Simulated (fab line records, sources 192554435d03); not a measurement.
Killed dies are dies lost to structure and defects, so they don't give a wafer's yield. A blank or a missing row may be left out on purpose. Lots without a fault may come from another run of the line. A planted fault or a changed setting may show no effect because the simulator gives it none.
Chamber matching | flow n5_finfet | N5_BEOL_M4_PRE_CLEAN_60 on cvd_co-02: 3 sister chambers
The step time 15 s. 3 wafers are shown with their chamber, then 7 later ones without.

WAFERS WITH THEIR CHAMBER
wafer  | chamber | heater_power_w (W)
L870.1 | 1       | 84
L870.3 | 0       | 71
L873.4 | 2       | 100

WAFERS WITHOUT THEIR CHAMBER
wafer  | heater_power_w (W)
L873.5 | 85
L878.1 | 83
L878.2 | 70
L878.5 | 69
L881.2 | 85
L881.5 | 84
L881.6 | 69

WHICH CHAMBER EACH WENT THROUGH
wafer  | from the rows above | in truth
L873.5 | 1                   | 1
L878.1 | 1                   | 1
L878.2 | 0                   | 0
L878.5 | 0                   | 0
L881.2 | 1                   | 1
L881.5 | 1                   | 1
L881.6 | 0                   | 0
Placed correctly: 7 of 7. Can't be placed from these rows: 0. Placed wrongly: 0.
How it was worked out, from the rows above alone: a wafer's distance from a chamber is the root of the sum, over the readings, of the square of ((its reading less the chamber's mean) divided by the reading's scatter). The wafer belongs to the nearest chamber; if the next one is less than 2 further off, it can't be placed. A chamber's mean is the mean of its shown wafers. The scatter: with one shown wafer a chamber, the root of the mean of the squares of how far each hidden wafer lies from its nearest shown one.
